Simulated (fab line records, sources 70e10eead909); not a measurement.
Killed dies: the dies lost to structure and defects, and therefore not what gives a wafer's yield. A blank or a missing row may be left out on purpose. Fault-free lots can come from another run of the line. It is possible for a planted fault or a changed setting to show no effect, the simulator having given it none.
fab line records	flow nand-harc
[record] lots = 24	wafers = 72	last-day = 24
route steps=1159 shown A_CONTACT@944 A_BLC@981 A_M0@1008
lots with no fault: from the same line, run without faults
start-h: start of the lot's first displayed wafer, in hours after the record's first day	wait-h: hours elapsed since this lot's preceding step	" repeats the value in the row above	L1.1+2: one row covering several wafers at once	- no value, or no start was given	* or withheld: withheld	< > ~ a bound
route shown NAME@n: NAME is a module with steps in the file, n the number in the route of the first one	usual: mean/standard deviation of fault-free wafers	same: alike in all rows	chamber/n: place in a boat	sites: per-site readings	_std_site: the values' standard deviation	_edge_site: inner sites' mean taken away from outer sites' mean	radius-mm: how far each site lies from the wafer's centre	mask NAME#n: copy n	behind: the tool/chamber that last shaped the wafer	hold: reason for holding the lot/hours on hold/outcome of the hold	device: names the non-switching transistor (n, p or np)	end of line: the same wafers' tests at the end of the route	a step with no rows: only its recipe	killed: at the first sort, the dies lost to defects and structure; wafer yield is something else	map: a wafer's dies, x killed, . not, _ none there
set.NAME: the run value of the setting; set.NAME@STEP: its run value at that earlier step	model.NAME: the simulator's own value behind a step, which no gauge read
a sample of lots followed through the steps of the route, with each step as a table and each wafer as a row
services: from which hour (start-h, from the record's first day; less than 0 if before it) a tool's chamber was out of use, for how many hours, and why
[[steps]]
[step NHARC_A_CONTACT_ETCH_135]
[recipe] source-w = withheld	pressure-mtorr = 20	bias-v = 3000	time-s = 132	target-depth-a = 12870	ar-flow-sccm = withheld	c4f8-flow-sccm = withheld	o2-flow-sccm = withheld	chemistry = C4F8/O2/Ar
lot.wafer	tool	chamber	start-h	wait-h	rf-hours-counter-h
L074.2	har-cap-etch-02	1	381.45	0.2	12
L074.4	"	1	"	"	-
L074.6	"	0	"	"	-
L075.1	har-cap-etch-03	1	386.36	0.2	86
L075.3	"	0	"	"	-
L075.6	"	0	"	"	-
L076.2	har-cap-etch-03	1	388.85	0.2	87
L076.1	"	0	"	"	87
L076.6	"	1	"	"	-
L079.1	har-cap-etch-02	1	401.56	0.2	15
L079.4	"	1	"	"	-
L079.6	"	1	"	"	-
L077.2	har-cap-etch-01	1	404.08	0.2	61
L077.4	"	1	"	"	-
L077.5	"	1	"	"	-
L078.1	har-cap-etch-03	0	414.98	0.2	90
L078.6	"	1	"	"	-
L078.5	"	0	"	"	-
L082.4	har-cap-etch-01	1	424.71	0.2	-
L082.6	"	1	"	"	-
L082.5	"	0	"	"	-
L080.2	har-cap-etch-03	1	426.33	0.2	92
L080.1	"	0	"	"	92
L080.4	"	0	"	"	-
L084.2	har-cap-etch-02	0	436.58	0.2	22
L084.3	"	1	"	"	-
L084.5	"	1	"	"	-
L081.2	har-cap-etch-01	0	439.12	0.2	67
L081.4	"	1	"	"	-
L081.6	"	0	"	"	-
L083.2	har-cap-etch-03	0	442.09	0.2	95
L083.6	"	0	"	"	-
L083.5	"	1	"	"	-
L087.1	har-cap-etch-01	1	451.52	0.2	69
L087.5	"	0	"	"	-
L087.6	"	1	"	"	-
L086.1	har-cap-etch-03	1	452.44	0.2	97
L086.2	"	0	"	"	97
L086.5	"	0	"	"	-
L085.2	har-cap-etch-03	0	467.97	0.2	100
L085.3	"	1	"	"	-
L085.5	"	0	"	"	-
L088.1	har-cap-etch-02	1	468.43	0.2	29
L088.3	"	1	"	"	-
L088.6	"	1	"	"	-
L089.2	har-cap-etch-01	1	473.96	0.2	74
L089.5	"	0	"	"	-
L089.6	"	1	"	"	-
L091.2	har-cap-etch-03	0	477.10	0.2	102
L091.4	"	1	"	"	-
L091.6	"	1	"	"	-
L092.2	har-cap-etch-02	0	479.88	0.2	31
L092.4	"	0	"	"	-
L092.6	"	1	"	"	-
L090.2	har-cap-etch-01	1	480.33	0.2	75
L090.4	"	0	"	"	-
L090.5	"	1	"	"	-
L095.1	har-cap-etch-03	1	505.22	0.2	105
L095.3	"	1	"	"	-
L095.6	"	0	"	"	-
L094.2	har-cap-etch-01	1	511.24	0.2	78
L094.5	"	0	"	"	-
L094.6	"	1	"	"	-
L093.1	har-cap-etch-02	1	515.21	0.2	37
L093.2	"	0	"	"	37
L093.6	"	0	"	"	-
L096.1	har-cap-etch-03	0	518.00	0.2	109
L096.4	"	0	"	"	-
L096.5	"	1	"	"	-
L097.4	har-cap-etch-01	0	519.21	0.1	-
L097.3	"	1	"	"	-
L097.6	"	0	"	"	-
[step NHARC_A_CONTACT_ETCH_138]
[recipe] source-w = withheld	pressure-mtorr = 20	bias-v = 3000	time-s = 132	target-depth-a = 12890	ar-flow-sccm = withheld	c4f8-flow-sccm = withheld	o2-flow-sccm = withheld	chemistry = C4F8/O2/Ar
lot.wafer	tool	chamber	start-h	wait-h	rf-hours-counter-h
L074.2	har-cap-etch-02	1	381.81	0.1	12
L074.4	"	1	"	"	-
L074.6	"	0	"	"	-
L075.1	har-cap-etch-03	1	386.73	0.1	86
L075.3	"	0	"	"	-
L075.6	"	0	"	"	-
L076.2	har-cap-etch-03	1	389.21	0.1	87
L076.1	"	0	"	"	87
L076.6	"	1	"	"	-
L079.1	har-cap-etch-02	1	401.92	0.1	16
L079.4	"	1	"	"	-
L079.6	"	1	"	"	-
L077.2	har-cap-etch-01	1	404.45	0.1	61
L077.4	"	1	"	"	-
L077.5	"	1	"	"	-
L078.1	har-cap-etch-03	0	415.35	0.1	90
L078.6	"	1	"	"	-
L078.5	"	0	"	"	-
L082.4	har-cap-etch-01	1	425.20	0.1	-
L082.6	"	1	"	"	-
L082.5	"	0	"	"	-
L080.2	har-cap-etch-03	1	426.70	0.1	92
L080.1	"	0	"	"	92
L080.4	"	0	"	"	-
L084.2	har-cap-etch-02	0	436.94	0.1	22
L084.3	"	1	"	"	-
L084.5	"	1	"	"	-
L081.2	har-cap-etch-01	0	439.62	0.1	68
L081.4	"	1	"	"	-
L081.6	"	0	"	"	-
L083.2	har-cap-etch-03	0	442.45	0.1	96
L083.6	"	0	"	"	-
L083.5	"	1	"	"	-
L087.1	har-cap-etch-01	1	452.01	0.1	70
L087.5	"	0	"	"	-
L087.6	"	1	"	"	-
L086.1	har-cap-etch-03	1	452.80	0.1	97
L086.2	"	0	"	"	97
L086.5	"	0	"	"	-
L085.2	har-cap-etch-03	0	468.34	0.1	101
L085.3	"	1	"	"	-
L085.5	"	0	"	"	-
L088.1	har-cap-etch-02	1	468.79	0.1	30
L088.3	"	1	"	"	-
L088.6	"	1	"	"	-
L089.2	har-cap-etch-01	1	474.33	0.1	74
L089.5	"	0	"	"	-
L089.6	"	1	"	"	-
L091.2	har-cap-etch-03	0	477.46	0.1	103
L091.4	"	1	"	"	-
L091.6	"	1	"	"	-
L092.2	har-cap-etch-02	0	480.25	0.1	32
L092.4	"	0	"	"	-
L092.6	"	1	"	"	-
L090.2	har-cap-etch-01	1	480.70	0.1	75
L090.4	"	0	"	"	-
L090.5	"	1	"	"	-
L095.1	har-cap-etch-03	1	505.59	0.1	106
L095.3	"	1	"	"	-
L095.6	"	0	"	"	-
L094.2	har-cap-etch-01	1	511.61	0.1	78
L094.5	"	0	"	"	-
L094.6	"	1	"	"	-
L093.1	har-cap-etch-02	1	515.57	0.1	37
L093.2	"	0	"	"	37
L093.6	"	0	"	"	-
L096.1	har-cap-etch-03	0	518.36	0.1	109
L096.4	"	0	"	"	-
L096.5	"	1	"	"	-
L097.4	har-cap-etch-01	0	519.58	0.1	-
L097.3	"	1	"	"	-
L097.6	"	0	"	"	-
[step NHARC_A_CONTACT_ALD_18]
[recipe] target-thk-a = 30	pulse-time-s = 1	ald-cycles = 150	temp-c = 450	material = TiN
[usual] heater-power-w = 1122/98	precursor-pulse-height-rel = 0.997/0.019
[same] ald-cycles = 150
lot.wafer	tool	chamber	start-h	wait-h	heater-power-w	precursor-pulse-height-rel
L074.2	ald-metal-01	2	383.52	-	1136	0.969
L074.4	"	2	"	"	1129	0.978
L074.6	"	0	"	"	1329	0.995
L075.3	ald-metal-03	1	388.43	-	1183	1.018
L075.1	"	3	"	"	993	1.009
L075.6	"	0	"	"	1031	1.006
L076.1	ald-metal-01	2	390.94	-	1142	0.999
L076.2	"	0	"	"	1342	1.005
L076.6	"	1	"	"	1117	1.023
L079.4	ald-metal-04	2	403.85	-	1135	1.001
L079.1	"	3	"	"	1013	0.984
L079.6	"	0	"	"	1132	0.983
L077.4	ald-metal-01	2	406.47	-	1119	1.005
L077.2	"	0	"	"	1359	0.982
L077.5	"	1	"	"	1158	1.013
L078.1	ald-metal-03	1	417.03	-	1176	0.996
L078.6	"	0	"	"	1052	0.994
L078.5	"	1	"	"	1154	1.025
L082.4	ald-metal-01	3	427.24	-	1102	1.014
L082.5	"	2	"	"	1095	1.008
L082.6	"	3	"	"	1060	1.037
L080.2	ald-metal-03	1	428.41	-	1155	0.991
L080.1	"	2	"	"	1058	0.983
L080.4	"	3	"	"	1007	0.977
L084.3	ald-metal-03	2	438.85	-	1036	0.978
L084.2	"	0	"	"	1022	0.987
L084.5	"	3	"	"	992	1.005
L081.2	ald-metal-01	1	441.60	-	1120	0.981
L081.4	"	2	"	"	1138	0.969
L081.6	"	3	"	"	1088	0.990
L083.2	ald-metal-04	1	444.17	-	1106	0.997
L083.5	"	1	"	"	1038	0.992
L083.6	"	2	"	"	1091	1.013
L087.1	ald-metal-03	3	454.01	-	1043	1.008
L087.6	"	0	"	"	1052	0.962
L087.5	"	1	"	"	1158	0.966
L086.2	ald-metal-01	1	454.64	-	1162	0.994
L086.1	"	2	"	"	1136	1.009
L086.5	"	0	"	"	1355	0.979
L085.3	ald-metal-03	0	471.69	-	1041	1.017
L085.2	"	1	"	"	1185	0.983
L085.5	"	3	"	"	984	0.992
L088.1	ald-metal-04	2	473.80	-	1081	1.009
L088.3	"	3	"	"	1015	1.015
L088.6	"	1	"	"	1071	1.007
L089.2	ald-metal-01	3	476.62	-	1100	0.998
L089.5	"	2	"	"	1104	1.002
L089.6	"	3	"	"	1139	1.005
L091.2	ald-metal-01	3	479.54	-	1098	1.028
L091.4	"	1	"	"	1151	1.008
L091.6	"	2	"	"	1094	0.982
L092.2	ald-metal-01	1	481.96	-	1151	0.971
L092.4	"	3	"	"	1115	0.991
L092.6	"	1	"	"	1187	1.018
L090.4	ald-metal-03	1	482.44	-	1176	0.996
L090.2	"	0	"	"	1014	0.961
L090.5	"	2	"	"	1015	0.976
L095.3	ald-metal-01	3	507.41	-	1115	0.999
L095.1	"	1	"	"	1135	0.992
L095.6	"	3	"	"	1100	0.985
L094.2	ald-metal-03	0	513.39	-	1044	0.986
L094.5	"	2	"	"	1038	0.983
L094.6	"	3	"	"	961	1.025
L093.2	ald-metal-01	3	517.75	-	1092	1.012
L093.1	"	0	"	"	1301	0.968
L093.6	"	3	"	"	1074	0.986
L097.4	ald-metal-03	0	521.47	-	1075	0.977
L097.3	"	1	"	"	1163	1.000
L097.6	"	3	"	"	960	1.008
L096.1	ald-metal-01	3	521.52	-	1121	1.019
L096.4	"	0	"	"	1305	0.970
L096.5	"	2	"	"	1105	1.018
[step NHARC_A_BLC_CD_MEAS_19]
[usual] cd-nm = 99.8/2.9
lot.wafer	tool	chamber	start-h	wait-h	cd-nm
L074.2	cd-sem-02	-	386.83	-	100.1
L074.4	"	-	"	"	95.9
L074.6	"	-	"	"	100.2
L075.1	cd-sem-01	-	393.30	-	94.6
L075.3	"	-	"	"	98.1
L075.6	"	-	"	"	102.1
L076.1	cd-sem-03	-	398.00	-	103.2
L076.2	"	-	"	"	97.8
L076.6	"	-	"	"	94.0
L079.1	cd-sem-01	-	407.26	-	99.0
L079.4	"	-	"	"	94.7
L079.6	"	-	"	"	98.1
L077.2	cd-sem-03	-	409.51	-	96.2
L077.4	"	-	"	"	102.7
L077.5	"	-	"	"	98.4
L078.1	cd-sem-03	-	422.18	-	103.2
L078.5	"	-	"	"	99.7
L078.6	"	-	"	"	98.1
L082.4	cd-sem-02	-	430.88	-	101.0
L082.5	"	-	"	"	103.6
L082.6	"	-	"	"	105.4
L080.1	cd-sem-03	-	431.63	-	102.5
L080.2	"	-	"	"	102.2
L080.4	"	-	"	"	99.5
L081.2	cd-sem-02	-	446.59	-	104.4
L081.4	"	-	"	"	102.8
L081.6	"	-	"	"	99.5
L084.2	cd-sem-01	-	447.07	-	100.7
L084.3	"	-	"	"	99.6
L084.5	"	-	"	"	99.7
L083.2	cd-sem-02	-	447.41	-	102.4
L083.5	"	-	"	"	99.5
L083.6	"	-	"	"	98.7
L087.1	cd-sem-01	-	459.29	-	102.4
L087.5	"	-	"	"	102.5
L087.6	"	-	"	"	97.7
L086.1	cd-sem-01	-	460.31	-	94.9
L086.2	"	-	"	"	99.0
L086.5	"	-	"	"	98.7
L085.2	cd-sem-02	-	477.07	-	101.3
L085.3	"	-	"	"	102.0
L085.5	"	-	"	"	100.6
L088.1	cd-sem-01	-	478.19	-	100.9
L088.3	"	-	"	"	101.0
L088.6	"	-	"	"	101.1
L089.2	cd-sem-02	-	479.95	-	100.3
L089.5	"	-	"	"	96.8
L089.6	"	-	"	"	105.0
L091.2	cd-sem-01	-	494.56	-	104.3
L091.4	"	-	"	"	97.8
L091.6	"	-	"	"	99.0
L090.2	cd-sem-03	-	496.54	-	100.3
L090.4	"	-	"	"	94.6
L090.5	"	-	"	"	104.2
L092.2	cd-sem-03	-	496.64	0.4	95.8
L092.4	"	-	"	"	95.8
L092.6	"	-	"	"	101.6
L095.1	cd-sem-03	-	512.92	-	94.3
L095.3	"	-	"	"	101.7
L095.6	"	-	"	"	96.9
L094.2	cd-sem-02	-	516.56	-	98.4
L094.5	"	-	"	"	100.9
L094.6	"	-	"	"	100.6
L093.1	cd-sem-01	-	520.90	-	104.1
L093.2	"	-	"	"	102.7
L093.6	"	-	"	"	102.9
L096.1	cd-sem-03	-	528.13	-	97.7
L096.4	"	-	"	"	99.2
L096.5	"	-	"	"	99.6
L097.3	cd-sem-03	-	528.36	-	97.1
L097.4	"	-	"	"	100.6
L097.6	"	-	"	"	98.8
[step NHARC_A_M0_ETCH_34]
[recipe] target-depth-a = 400	overetch-a = 120	time-s = 43.94	ion-energy-ev = 200	n2-flow-sccm = 150	h2-flow-sccm = 150	ar-flow-sccm = 0	rf-w = 400	bias-w = 150	chemistry = N2/H2
[usual] drypump-motor-current-A = 5.9/0.48	oes-product-au = 1.002/0.016	rf-vpp-V = 431.3/2.4	showerhead-plenum-p-Torr = 2.07/0.083	throttle-valve-pct = 14.173/0.0091
lot.wafer	tool	chamber	start-h	wait-h	drypump-motor-current-A	oes-product-au	rf-hours-counter-h	rf-vpp-V	showerhead-plenum-p-Torr	throttle-valve-pct
L074.2	rie-diel-03	2	392.07	0.1	5.3	1.018	10	433.3	2.09	14.169
L074.4	"	2	"	"	5.3	1.007	-	432.8	2.09	14.173
L074.6	"	3	"	"	6.4	0.975	-	429.6	1.99	14.185
L075.1	rie-diel-01	1	402.18	0.1	6.3	1.003	7	434.1	2.18	14.185
L075.3	"	2	"	"	6.5	1.001	7	432.7	2.07	14.160
L075.6	"	0	"	"	6.0	0.980	-	433.6	2.09	14.180
L076.2	rie-diel-03	3	402.60	0.1	6.4	1.002	0	429.6	1.99	14.196
L076.1	"	0	"	"	5.6	0.998	0	433.8	2.20	14.168
L076.6	"	3	"	"	6.4	0.998	-	428.9	1.99	14.166
L079.1	rie-diel-11	0	410.53	0.1	4.9	1.003	3	435.1	2.17	14.170
L079.4	"	1	"	"	5.8	1.005	-	431.9	2.12	14.174
L079.6	"	0	"	"	4.9	1.012	-	433.6	2.17	14.177
L077.2	rie-diel-01	0	412.68	0.1	5.9	0.968	8	431.8	2.09	14.178
L077.4	"	1	"	"	6.3	1.001	7	434.8	2.18	14.173
L077.5	"	0	"	"	6.0	0.980	-	431.6	2.09	14.172
L078.1	rie-diel-01	3	429.70	0.1	5.4	1.008	9	428.9	1.98	14.184
L078.6	"	3	"	"	5.4	1.004	-	428.6	1.98	14.188
L078.5	"	0	"	"	6.0	0.974	-	432.3	2.09	14.182
L082.4	rie-diel-03	2	434.04	0.1	5.3	1.008	2	431.1	2.09	14.182
L082.5	"	2	"	"	5.3	1.013	-	432.3	2.09	14.168
L082.6	"	3	"	"	6.4	0.985	-	429.2	1.99	14.171
L080.1	rie-diel-01	0	437.29	0.1	5.9	0.971	9	430.4	2.09	14.171
L080.4	"	1	"	"	6.3	0.991	9	434.4	2.17	14.181
L080.2	"	2	"	"	6.5	0.997	10	430.3	2.07	14.176
L081.4	rie-diel-01	2	449.76	0.1	6.5	0.999	10	430.6	2.07	14.174
L081.2	"	1	"	"	6.3	0.982	10	435.2	2.17	14.164
L081.6	"	3	"	"	5.4	1.002	-	428.9	1.98	14.167
L084.3	rie-diel-01	2	450.29	0.1	6.5	0.995	10	430.8	2.07	14.169
L084.2	"	0	"	"	6.0	0.971	10	431.3	2.09	14.180
L084.5	"	3	"	"	5.4	0.996	-	428.4	1.98	14.184
L083.2	rie-diel-11	1	450.73	0.1	5.8	1.015	6	432.2	2.12	14.186
L083.5	"	1	"	"	5.8	1.016	-	432.8	2.12	14.178
L083.6	"	2	"	"	6.5	1.015	-	432.1	2.07	14.157
L087.1	rie-diel-03	0	462.52	0.1	5.6	0.999	5	435.2	2.20	14.179
L087.6	"	2	"	"	5.3	1.012	-	431.9	2.09	14.176
L087.5	"	0	"	"	5.6	1.007	-	435.8	2.20	14.153
L086.2	rie-diel-03	1	463.41	0.1	6.1	1.033	5	428.3	1.93	14.162
L086.1	"	0	"	"	5.6	1.016	5	434.9	2.20	14.174
L086.5	"	1	"	"	6.1	1.033	-	427.7	1.93	14.168
L085.2	rie-diel-03	3	492.67	0.1	6.4	0.996	6	427.0	1.99	14.171
L085.3	"	1	"	"	6.1	1.031	9	427.7	1.93	14.148
L085.5	"	2	"	"	5.3	1.001	-	432.1	2.09	14.182
L088.3	rie-diel-03	1	493.12	0.1	6.1	1.021	9	428.0	1.93	14.171
L088.1	"	2	"	"	5.3	1.007	8	430.6	2.09	14.173
L088.6	"	0	"	"	5.6	1.000	-	434.3	2.20	14.178
L089.2	rie-diel-03	1	494.13	0.1	6.1	1.026	9	428.7	1.93	14.171
L089.6	"	1	"	"	6.1	1.025	-	427.7	1.93	14.167
L089.5	"	2	"	"	5.3	1.007	-	431.9	2.09	14.173
L091.2	rie-diel-01	3	501.47	0.1	5.4	0.997	0	429.9	1.98	14.158
L091.4	"	1	"	"	6.3	0.984	0	434.8	2.17	14.163
L091.6	"	2	"	"	6.5	1.015	-	430.2	2.07	14.182
L090.4	rie-diel-01	2	502.01	0.1	6.5	1.010	0	429.6	2.07	14.164
L090.2	"	1	"	"	6.3	0.979	0	433.8	2.17	14.173
L090.5	"	2	"	"	6.5	1.016	-	432.9	2.07	14.175
L092.2	rie-diel-11	2	502.56	0.1	6.5	1.014	7	430.1	2.07	14.163
L092.4	"	1	"	"	5.8	1.020	8	432.8	2.11	14.166
L092.6	"	2	"	"	6.4	1.014	-	429.2	2.07	14.172
L095.1	rie-diel-11	1	516.59	0.1	5.8	0.999	9	431.5	2.11	14.181
L095.3	"	2	"	"	6.5	1.015	8	432.1	2.07	14.180
L095.6	"	1	"	"	5.8	1.000	-	431.8	2.11	14.172
L094.2	rie-diel-03	1	519.92	0.1	6.1	1.027	11	428.0	1.93	14.175
L094.6	"	2	"	"	5.3	0.996	-	431.4	2.09	14.183
L094.5	"	3	"	"	6.4	1.004	-	430.3	1.99	14.162
L093.2	rie-diel-03	0	527.96	0.1	5.6	1.020	13	434.6	2.20	14.174
L093.1	"	1	"	"	6.1	1.029	13	427.7	1.93	14.176
L093.6	"	1	"	"	6.1	1.023	-	427.8	1.93	14.167
L096.1	rie-diel-11	1	535.54	0.1	5.8	0.994	11	433.1	2.11	14.170
L096.4	"	3	"	"	6.6	0.969	-	431.5	2.09	14.199
L096.5	"	2	"	"	6.5	1.013	-	431.1	2.07	14.173
L097.4	rie-diel-03	0	536.16	0.1	5.6	1.011	13	435.2	2.20	14.164
L097.3	"	3	"	"	6.4	1.004	10	429.3	1.99	14.178
L097.6	"	0	"	"	5.6	1.009	-	434.3	2.20	14.167
[step NHARC_A_M0_ANNEAL_30]
[recipe] temp-c = 225	time-s = 90
[usual] wafer_temp_C_max = 225.9/0.35
lot.wafer	tool	chamber	start-h	wait-h	wafer_temp_C_max
L074.2	rtp-anneal-02	0	393.84	-	225.5
L074.4	"	0	"	"	225.4
L074.6	"	0	"	"	225.5
L075.1	rtp-anneal-02	0	404.19	-	225.7
L075.3	"	0	"	"	225.5
L075.6	"	0	"	"	225.9
L076.1	rtp-anneal-01	0	404.89	-	226.0
L076.2	"	0	"	"	225.9
L076.6	"	0	"	"	226.1
L079.1	rtp-anneal-01	0	412.30	0.5	226.5
L079.4	"	0	"	"	226.2
L079.6	"	0	"	"	226.6
L077.2	rtp-anneal-02	0	414.50	0.4	225.6
L077.4	"	0	"	"	225.9
L077.5	"	0	"	"	225.6
L078.1	rtp-anneal-02	0	431.30	0.3	225.7
L078.5	"	0	"	"	225.5
L078.6	"	0	"	"	225.8
L082.4	rtp-anneal-01	0	435.86	0.4	226.4
L082.5	"	0	"	"	226.6
L082.6	"	0	"	"	226.4
L080.1	rtp-anneal-02	0	438.87	0.3	225.7
L080.2	"	0	"	"	225.8
L080.4	"	0	"	"	225.5
L081.2	rtp-anneal-01	0	451.38	0.4	226.7
L081.4	"	0	"	"	226.3
L081.6	"	0	"	"	226.2
L084.2	rtp-anneal-02	0	451.90	-	225.5
L084.3	"	0	"	"	225.6
L084.5	"	0	"	"	225.7
L083.2	rtp-anneal-02	0	452.55	0.4	226.0
L083.5	"	0	"	"	226.0
L083.6	"	0	"	"	225.8
L087.1	rtp-anneal-02	0	464.09	-	225.7
L087.5	"	0	"	"	225.7
L087.6	"	0	"	"	225.7
L086.1	rtp-anneal-01	0	465.08	0.3	226.2
L086.2	"	0	"	"	226.3
L086.5	"	0	"	"	226.1
L085.2	rtp-anneal-01	0	494.29	0.4	226.2
L085.3	"	0	"	"	226.1
L085.5	"	0	"	"	226.1
L088.1	rtp-anneal-01	0	494.84	0.3	226.1
L088.3	"	0	"	"	226.2
L088.6	"	0	"	"	226.3
L089.2	rtp-anneal-01	0	495.78	0.4	225.9
L089.5	"	0	"	"	226.2
L089.6	"	0	"	"	226.1
L091.2	rtp-anneal-01	0	503.15	0.4	225.9
L091.4	"	0	"	"	226.3
L091.6	"	0	"	"	225.9
L090.2	rtp-anneal-01	0	503.62	-	226.7
L090.4	"	0	"	"	226.0
L090.5	"	0	"	"	225.9
L092.2	rtp-anneal-01	0	504.20	0.4	226.6
L092.4	"	0	"	"	226.4
L092.6	"	0	"	"	226.4
L095.1	rtp-anneal-02	0	518.40	0.3	225.4
L095.3	"	0	"	"	226.2
L095.6	"	0	"	"	225.6
L094.2	rtp-anneal-01	0	522.06	0.4	225.7
L094.5	"	0	"	"	226.6
L094.6	"	0	"	"	226.1
L093.1	rtp-anneal-02	0	529.52	-	225.9
L093.2	"	0	"	"	225.7
L093.6	"	0	"	"	226.1
L096.1	rtp-anneal-02	0	537.19	0.3	225.8
L096.4	"	0	"	"	225.9
L096.5	"	0	"	"	226.0
L097.3	rtp-anneal-02	0	537.89	-	225.7
L097.4	"	0	"	"	225.4
L097.6	"	0	"	"	225.7
[[services]]
tool	chamber	start-h	hours	kind
rie-diel-11	0	357.86	8.5	repair
ald-metal-04	1	359.24	39.0	repair
rie-diel-11	-	366.50	9.0	pm
rie-diel-03	0	369.93	22.4	repair
ald-metal-01	3	373.95	27.6	repair
rie-diel-11	1	390.79	6.4	repair
rie-diel-03	-	392.30	9.0	pm
har-cap-etch-01	-	395.64	0.4	repair
ald-metal-04	-	406.05	10.0	pm
rie-diel-11	2	407.00	4.8	repair
rie-diel-11	3	409.89	3.7	repair
rie-diel-11	-	414.90	0.6	repair
rie-diel-11	3	422.95	3.8	repair
ald-metal-04	-	428.20	0.8	repair
rie-diel-11	-	433.26	0.3	repair
rie-diel-11	0	436.57	1.8	repair
rie-diel-01	3	439.60	5.3	repair
rie-diel-11	0	448.48	8.8	repair
ald-metal-03	0	456.41	8.0	repair
ald-metal-01	-	458.00	10.0	pm
rie-diel-03	3	458.23	18.3	repair
rie-diel-01	-	491.80	9.0	pm
ald-metal-03	-	500.00	10.0	pm
rie-diel-01	0	535.26	5.5	repair
[[key]]
fault none
